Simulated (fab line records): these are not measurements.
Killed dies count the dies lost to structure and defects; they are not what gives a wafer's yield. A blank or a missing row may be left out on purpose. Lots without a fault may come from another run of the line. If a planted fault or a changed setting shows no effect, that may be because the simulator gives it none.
Code-filled problem report in 8D (eight disciplines) form -- flow nandHarc -- the parts of the form that need people (team, actions taken, sign-off) are left out

1. THE PROBLEM
runLengthS at NHARC_A_DECK1_JOINT_ETCHBACK_00 reads a mean of 34.2 s on 6 wafers of 2 lots; wafers without a fault read 38.8 s with a standard deviation of 0.35. That is -13 standard deviations from the usual mean.
The step: etches the open film in HBr, target depth 30 nm, time 17.4 s.
Earliest sighting: wafer L974.3 on rieSi-05 at day 14 16:12. Wafers with a number at this step in the record: 36, from 12 lots. The rule behind "out" and "out of limits": a value lying over 4 standard deviations away from the usual mean. All remaining wafers that have a number are taken as sound.

2. WHAT IT IS, AND WHAT IT ISN'T
question,is,is not
which readings at this step,runLengthS,"oesProductAu, throttleValvePct"
which lots,"L974, L976","L966, L967, L968, L981, L982, L984, L985, L986, L988, L989"
which wafers of those lots,all that have a number,-
read on which tools,rieSi-05,"rieSi-03, rieSi-06"
when,from day 14 16:12,"up to then (9 sound wafers); but 21 sound wafers of L981, L982, L984, L985, L986, L988, L989 came after"

3. THE SUSPECTS, EACH WITH WHAT RULES IT OUT
Counting: any tool at a process step up to the reading is kept as a suspect provided that every lot that is out went through it and no sound lot did after the first of them.
- rieSi-05 at NHARC_A_DECK1_JOINT_ETCHBACK_00 (etches the open film in HBr, target depth 30 nm, time 17.4 s): ruled out as a lasting fault. Following L974 (day 14 16:12), the first lot on it that is out, the sound lots L984, L985 were run on it.
Left after counting: nothing in the record.

4. THE CAUSE (what the simulator had put in)
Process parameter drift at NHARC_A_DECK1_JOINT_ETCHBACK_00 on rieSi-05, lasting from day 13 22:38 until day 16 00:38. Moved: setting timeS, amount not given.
Counting ruled it out, wrongly.

5. SEQUENCE OF EFFECTS, ordered by route
Each row: a reading where the mean over the struck wafers with a number is more than 3 standard deviations away from the usual. Readings are gone through only where the record gives a usual standard deviation; hours: the median, over the lots, of the time from a lot's start at the first step in this table giving one to that lot's start at this step; sigmas: the change measured in usual standard deviations.
hours,step,reading,usual,on struck wafers,change,sigmas
0,NHARC_A_DECK1_JOINT_ETCHBACK_00,runLengthS,38.8 s,34.2,-4.5,-13
Process steps it contains:
- NHARC_A_DECK1_JOINT_ETCHBACK_00: etches the open film in HBr, target depth 30 nm, time 17.4 s.
Later measuring or inspecting steps at which every struck wafer that the step has a row for has a number for every such reading, and none has moved that far: NHARC_END_SORT_01.

6. HOW IT WOULD HAVE BEEN CAUGHT EARLIER
First out-of-limits reading in this record: day 14 16:12, which is 18 hours after fault onset at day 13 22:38.
